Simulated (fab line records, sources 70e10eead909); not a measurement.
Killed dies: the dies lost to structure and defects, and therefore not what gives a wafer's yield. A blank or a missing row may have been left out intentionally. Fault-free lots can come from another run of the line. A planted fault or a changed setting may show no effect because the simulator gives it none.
fab line records ; flow nand-harc ; part 2 of 2: steps 24 to 32 of 32
[record] lots = 5; wafers = 15; last-day = 24
route steps=1159 shown A_WL_FILL@833 A_CONTACT@840
lots untouched by any fault: they come from a run of this same line in which no faults occurred
start-h: hours from the record's opening day to when the first of the lot's shown wafers began ; wait-h: hours from the lot's prior step to this one ; " unchanged from the row above ; L1.1+2: a row that stands for several wafers ; - either no value or no given start ; * or withheld: withheld ; < > ~ a bound
route shown NAME@n: NAME is a module with steps in the file, n the number in the route of the first one ; usual: the fault-free wafers' mean and standard deviation ; same: alike in all rows ; chamber/n: place in a boat ; sites: per-site readings ; _std_site: their standard deviation ; _edge_site: inner sites' mean taken away from outer sites' mean ; radius-mm: for every site, how far away it sits from the centre of the wafer ; mask NAME#n: copy n ; behind: tool/chamber where the wafer was last shaped ; hold: why the lot was held/for how many hours/how that ended ; device: transistor that didn't switch, given as n, p or np ; end of line: tests run on the same wafers once the route is complete ; a step with no rows: only its recipe ; killed: not the wafer's yield, but the dies lost to structure and defects at the first sort ; map: per-die view of a wafer (x killed, . not killed, _ where there is no die)
set.NAME: the setting the step ran with; set.NAME@STEP: the setting that earlier step ran with ; model.NAME: the simulator's own value behind a step, which no gauge read
lots at selected steps of the route; one table per step, one row per wafer
services: when a tool's chamber went out of use (start-h, in hours from the record's first day, below 0 if earlier), for how many hours, and the reason
[[steps]]
[step NHARC_A_CONTACT_ETCH_50]
[recipe] target-depth-a = 847; time-s = 42.4; cf4-flow-sccm = 100; chf3-flow-sccm = 30; ar-flow-sccm = 0; rf-w = 500; bias-w = 200; chemistry = CF4/CHF3
[usual] drypump-motor-current-A = 5.7/0.49; oes-product-au = 0.950/0.024; rf-vpp-V = 371.1/2.5; showerhead-plenum-p-Torr = 1.59/0.066; throttle-valve-pct = 16.803/0.0097
lot.wafer;tool;chamber;start-h;wait-h;drypump-motor-current-A;oes-product-au;rf-hours-counter-h;rf-vpp-V;showerhead-plenum-p-Torr;throttle-valve-pct
L082.1;rie-diel-07;2;-;-;5.5;0.968;2;369.2;1.52;16.784
L082.4;rie-diel-07;3;-;-;6.7;0.948;2;373.8;1.64;16.813
L082.5;rie-diel-07;2;-;-;5.5;0.963;-;369.3;1.52;16.810
L089.1;rie-diel-07;3;-;-;6.8;0.970;11;374.2;1.64;16.809
L089.3;rie-diel-07;2;-;-;5.5;0.960;9;367.8;1.52;16.787
L089.6;rie-diel-07;3;-;-;6.8;0.980;-;372.7;1.64;16.809
L091.1;rie-diel-07;2;-;-;5.5;0.990;11;368.2;1.52;16.820
L091.2;rie-diel-07;3;-;-;6.7;0.962;12;372.3;1.64;16.801
L091.5;rie-diel-07;2;-;-;5.5;0.990;-;369.4;1.52;16.794
L093.4;rie-diel-01;0;-;-;6.0;0.928;60;373.7;1.67;16.794
L093.1;rie-diel-01;1;-;-;5.6;0.930;63;369.8;1.56;16.800
L093.6;rie-diel-01;1;-;-;5.7;0.922;-;371.7;1.56;16.809
L095.3;rie-diel-08;0;-;-;5.5;0.964;8;370.7;1.59;16.798
L095.2;rie-diel-08;2;-;-;5.6;0.971;11;374.5;1.68;16.800
L095.5;rie-diel-08;1;-;-;5.2;0.980;-;368.1;1.52;16.818
[step NHARC_A_CONTACT_ETCH_51]
[recipe] target-depth-a = 36000; over-etch-frac = 0.3; time-s = 936; ion-energy-ev = 150; o2-flow-sccm = 400; cos-flow-sccm = 20; ar-flow-sccm = 0; rf-w = 500; bias-w = 300; chemistry = O2/COS
[usual] drypump-motor-current-A = 5.7/0.48; oes-product-au = 0.999/0.012; rf-vpp-V = 314.5/2; showerhead-plenum-p-Torr = 3.15/0.13; throttle-valve-pct = 28.329/0.0096
lot.wafer;tool;chamber;start-h;wait-h;drypump-motor-current-A;oes-product-au;rf-hours-counter-h;rf-vpp-V;showerhead-plenum-p-Torr;throttle-valve-pct
L082.4;rie-diel-07;0;-;-;5.7;1.001;2;311.4;2.95;28.311
L082.1;rie-diel-07;1;-;-;5.4;1.004;2;316.6;3.29;28.335
L082.5;rie-diel-07;3;-;-;6.8;0.997;-;316.7;3.26;28.330
L089.3;rie-diel-07;0;-;-;5.7;1.015;9;310.9;2.95;28.343
L089.1;rie-diel-07;3;-;-;6.8;1.021;11;315.0;3.26;28.322
L089.6;rie-diel-07;0;-;-;5.7;1.027;-;312.5;2.95;28.325
L091.1;rie-diel-07;3;-;-;6.8;1.009;12;315.9;3.26;28.329
L091.2;rie-diel-07;0;-;-;5.7;1.012;11;313.1;2.94;28.332
L091.5;rie-diel-07;0;-;-;5.7;1.006;-;311.4;2.95;28.339
L093.1;rie-diel-01;2;-;-;5.5;0.981;60;311.7;3.05;28.322
L093.4;rie-diel-01;1;-;-;5.7;1.015;63;313.9;3.10;28.338
L093.6;rie-diel-01;3;-;-;5.0;0.996;-;314.1;3.16;28.331
L095.3;rie-diel-08;1;-;-;5.2;1.003;10;311.8;3.02;28.341
L095.2;rie-diel-08;3;-;-;6.0;1.008;10;315.9;3.18;28.315
L095.5;rie-diel-08;1;-;-;5.2;1.009;-;312.8;3.01;28.332
[step NHARC_A_CONTACT_ETCH_111]
[recipe] source-w = withheld; pressure-mtorr = 20; bias-v = withheld; time-s = 140; target-depth-a = 7000; ar-flow-sccm = withheld; c4f8-flow-sccm = withheld; o2-flow-sccm = withheld; chemistry = C4F8/O2/Ar
lot.wafer;tool;chamber;start-h;wait-h;rf-hours-counter-h
L082.1;har-cap-etch-02;1;424.82;-;18
L082.4;har-cap-etch-02;0;424.82;-;-
L082.5;har-cap-etch-02;1;424.82;-;-
L089.1;har-cap-etch-02;1;468.44;-;25
L089.3;har-cap-etch-02;1;468.44;-;-
L089.6;har-cap-etch-02;0;468.44;-;-
L091.2;har-cap-etch-01;0;474.63;-;73
L091.1;har-cap-etch-01;1;474.63;-;73
L091.5;har-cap-etch-01;0;474.63;-;-
L093.1;har-cap-etch-01;0;484.61;-;75
L093.4;har-cap-etch-01;0;484.61;-;-
L093.6;har-cap-etch-01;1;484.61;-;-
L095.2;har-cap-etch-03;0;506.71;-;103
L095.3;har-cap-etch-03;0;506.71;-;-
L095.5;har-cap-etch-03;0;506.71;-;-
[step NHARC_A_CONTACT_ETCH_112]
[recipe] source-w = withheld; pressure-mtorr = 20; bias-v = 3000; time-s = 94; target-depth-a = 9220; ar-flow-sccm = withheld; c4f8-flow-sccm = withheld; o2-flow-sccm = withheld; chemistry = C4F8/O2/Ar
lot.wafer;tool;chamber;start-h;wait-h;rf-hours-counter-h
L082.1;har-cap-etch-02;1;425.00;0.1;18
L082.4;har-cap-etch-02;0;425.00;0.1;-
L082.5;har-cap-etch-02;1;425.00;0.1;-
L089.1;har-cap-etch-02;1;468.62;0.1;25
L089.3;har-cap-etch-02;1;468.62;0.1;-
L089.6;har-cap-etch-02;0;468.62;0.1;-
L091.2;har-cap-etch-01;0;474.83;0.2;74
L091.1;har-cap-etch-01;1;474.83;0.2;74
L091.5;har-cap-etch-01;0;474.83;0.2;-
L093.1;har-cap-etch-01;0;484.79;0.1;75
L093.4;har-cap-etch-01;0;484.79;0.1;-
L093.6;har-cap-etch-01;1;484.79;0.1;-
L095.2;har-cap-etch-03;0;506.90;0.2;104
L095.3;har-cap-etch-03;0;506.90;0.2;-
L095.5;har-cap-etch-03;0;506.90;0.2;-
[step NHARC_A_CONTACT_ETCH_113]
[recipe] source-w = withheld; pressure-mtorr = 20; bias-v = 3000; time-s = 94; target-depth-a = 9220; ar-flow-sccm = withheld; c4f8-flow-sccm = withheld; o2-flow-sccm = withheld; chemistry = C4F8/O2/Ar
lot.wafer;tool;chamber;start-h;wait-h;rf-hours-counter-h
L082.1;har-cap-etch-02;1;425.09;0.1;18
L082.4;har-cap-etch-02;0;425.09;0.1;-
L082.5;har-cap-etch-02;1;425.09;0.1;-
L089.1;har-cap-etch-02;1;468.71;0.1;25
L089.3;har-cap-etch-02;1;468.71;0.1;-
L089.6;har-cap-etch-02;0;468.71;0.1;-
L091.2;har-cap-etch-01;0;474.92;0.1;74
L091.1;har-cap-etch-01;1;474.92;0.1;74
L091.5;har-cap-etch-01;0;474.92;0.1;-
L093.1;har-cap-etch-01;0;484.89;0.1;76
L093.4;har-cap-etch-01;0;484.89;0.1;-
L093.6;har-cap-etch-01;1;484.89;0.1;-
L095.2;har-cap-etch-03;0;506.99;0.1;104
L095.3;har-cap-etch-03;0;506.99;0.1;-
L095.5;har-cap-etch-03;0;506.99;0.1;-
[step NHARC_A_CONTACT_ETCH_114]
[recipe] source-w = withheld; pressure-mtorr = 20; bias-v = 3000; time-s = 94; target-depth-a = 9220; ar-flow-sccm = withheld; c4f8-flow-sccm = withheld; o2-flow-sccm = withheld; chemistry = C4F8/O2/Ar
lot.wafer;tool;chamber;start-h;wait-h;rf-hours-counter-h
L082.1;har-cap-etch-02;1;425.18;0.1;18
L082.4;har-cap-etch-02;0;425.18;0.1;-
L082.5;har-cap-etch-02;1;425.18;0.1;-
L089.1;har-cap-etch-02;1;468.80;0.1;25
L089.3;har-cap-etch-02;1;468.80;0.1;-
L089.6;har-cap-etch-02;0;468.80;0.1;-
L091.2;har-cap-etch-01;0;475.01;0.1;74
L091.1;har-cap-etch-01;1;475.01;0.1;74
L091.5;har-cap-etch-01;0;475.01;0.1;-
L093.1;har-cap-etch-01;0;484.98;0.1;76
L093.4;har-cap-etch-01;0;484.98;0.1;-
L093.6;har-cap-etch-01;1;484.98;0.1;-
L095.2;har-cap-etch-03;0;507.08;0.1;104
L095.3;har-cap-etch-03;0;507.08;0.1;-
L095.5;har-cap-etch-03;0;507.08;0.1;-
[step NHARC_A_CONTACT_ETCH_115]
[recipe] source-w = withheld; pressure-mtorr = 20; bias-v = 3000; time-s = 94; target-depth-a = 9220; ar-flow-sccm = withheld; c4f8-flow-sccm = withheld; o2-flow-sccm = withheld; chemistry = C4F8/O2/Ar
lot.wafer;tool;chamber;start-h;wait-h;rf-hours-counter-h
L082.1;har-cap-etch-02;1;425.27;0.1;18
L082.4;har-cap-etch-02;0;425.27;0.1;-
L082.5;har-cap-etch-02;1;425.27;0.1;-
L089.1;har-cap-etch-02;1;468.89;0.1;26
L089.3;har-cap-etch-02;1;468.89;0.1;-
L089.6;har-cap-etch-02;0;468.89;0.1;-
L091.2;har-cap-etch-01;0;475.10;0.1;74
L091.1;har-cap-etch-01;1;475.10;0.1;74
L091.5;har-cap-etch-01;0;475.10;0.1;-
L093.1;har-cap-etch-01;0;485.07;0.1;76
L093.4;har-cap-etch-01;0;485.07;0.1;-
L093.6;har-cap-etch-01;1;485.07;0.1;-
L095.2;har-cap-etch-03;0;507.17;0.1;104
L095.3;har-cap-etch-03;0;507.17;0.1;-
L095.5;har-cap-etch-03;0;507.17;0.1;-
[step NHARC_A_CONTACT_ETCH_116]
[recipe] source-w = withheld; pressure-mtorr = 20; bias-v = 3000; time-s = 94; target-depth-a = 9220; ar-flow-sccm = withheld; c4f8-flow-sccm = withheld; o2-flow-sccm = withheld; chemistry = C4F8/O2/Ar
lot.wafer;tool;chamber;start-h;wait-h;rf-hours-counter-h
L082.1;har-cap-etch-02;1;425.36;0.1;18
L082.4;har-cap-etch-02;0;425.36;0.1;-
L082.5;har-cap-etch-02;1;425.36;0.1;-
L089.1;har-cap-etch-02;1;468.98;0.1;26
L089.3;har-cap-etch-02;1;468.98;0.1;-
L089.6;har-cap-etch-02;0;468.98;0.1;-
L091.2;har-cap-etch-01;0;475.19;0.1;74
L091.1;har-cap-etch-01;1;475.19;0.1;74
L091.5;har-cap-etch-01;0;475.19;0.1;-
L093.1;har-cap-etch-01;0;485.16;0.1;76
L093.4;har-cap-etch-01;0;485.16;0.1;-
L093.6;har-cap-etch-01;1;485.16;0.1;-
L095.2;har-cap-etch-03;0;507.26;0.1;104
L095.3;har-cap-etch-03;0;507.26;0.1;-
L095.5;har-cap-etch-03;0;507.26;0.1;-
[step NHARC_A_CONTACT_ETCH_117]
[recipe] source-w = withheld; pressure-mtorr = 20; bias-v = 3000; time-s = 94; target-depth-a = 9220; ar-flow-sccm = withheld; c4f8-flow-sccm = withheld; o2-flow-sccm = withheld; chemistry = C4F8/O2/Ar
lot.wafer;tool;chamber;start-h;wait-h;rf-hours-counter-h
L082.1;har-cap-etch-02;1;425.45;0.1;18
L082.4;har-cap-etch-02;0;425.45;0.1;-
L082.5;har-cap-etch-02;1;425.45;0.1;-
L089.1;har-cap-etch-02;1;469.07;0.1;26
L089.3;har-cap-etch-02;1;469.07;0.1;-
L089.6;har-cap-etch-02;0;469.07;0.1;-
L091.2;har-cap-etch-01;0;475.28;0.1;74
L091.1;har-cap-etch-01;1;475.28;0.1;74
L091.5;har-cap-etch-01;0;475.28;0.1;-
L093.1;har-cap-etch-01;0;485.25;0.1;76
L093.4;har-cap-etch-01;0;485.25;0.1;-
L093.6;har-cap-etch-01;1;485.25;0.1;-
L095.2;har-cap-etch-03;0;507.35;0.1;104
L095.3;har-cap-etch-03;0;507.35;0.1;-
L095.5;har-cap-etch-03;0;507.35;0.1;-
[[services]]
tool;chamber;start-h;hours;kind
acl-dep-03;-;404.42;13.0;pm
cvd-w-02;1;404.51;4.9;repair
rie-diel-07;-;405.20;9.0;pm
pecvd-02;-;405.67;0.5;repair
cmp-01;-;408.26;4.4;repair
cmp-01;-;423.58;4.0;pm
arfi-scanner-02;-;425.69;3.7;repair
pecvd-03;0;425.95;13.7;repair
arfi-scanner-01;-;427.55;0.6;repair
litho-track-01;-;443.00;7.0;pm
arfi-scanner-01;-;448.64;1.4;repair
cmp-03;-;450.00;4.0;pm
pecvd-03;-;464.41;2.5;repair
cmp-03;-;465.13;2.4;repair
litho-track-06;-;467.00;7.0;pm
pecvd-03;-;473.55;13.0;pm
cvd-w-01;-;475.64;13.0;pm
rie-diel-08;-;478.86;9.0;pm
arfi-scanner-03;-;486.09;4.0;pm
litho-track-04;-;491.00;7.0;pm
rie-diel-01;-;492.38;9.0;pm
pecvd-04;0;497.82;17.5;repair
pecvd-03;-;499.83;0.5;repair
arfi-scanner-03;-;506.55;1.0;repair
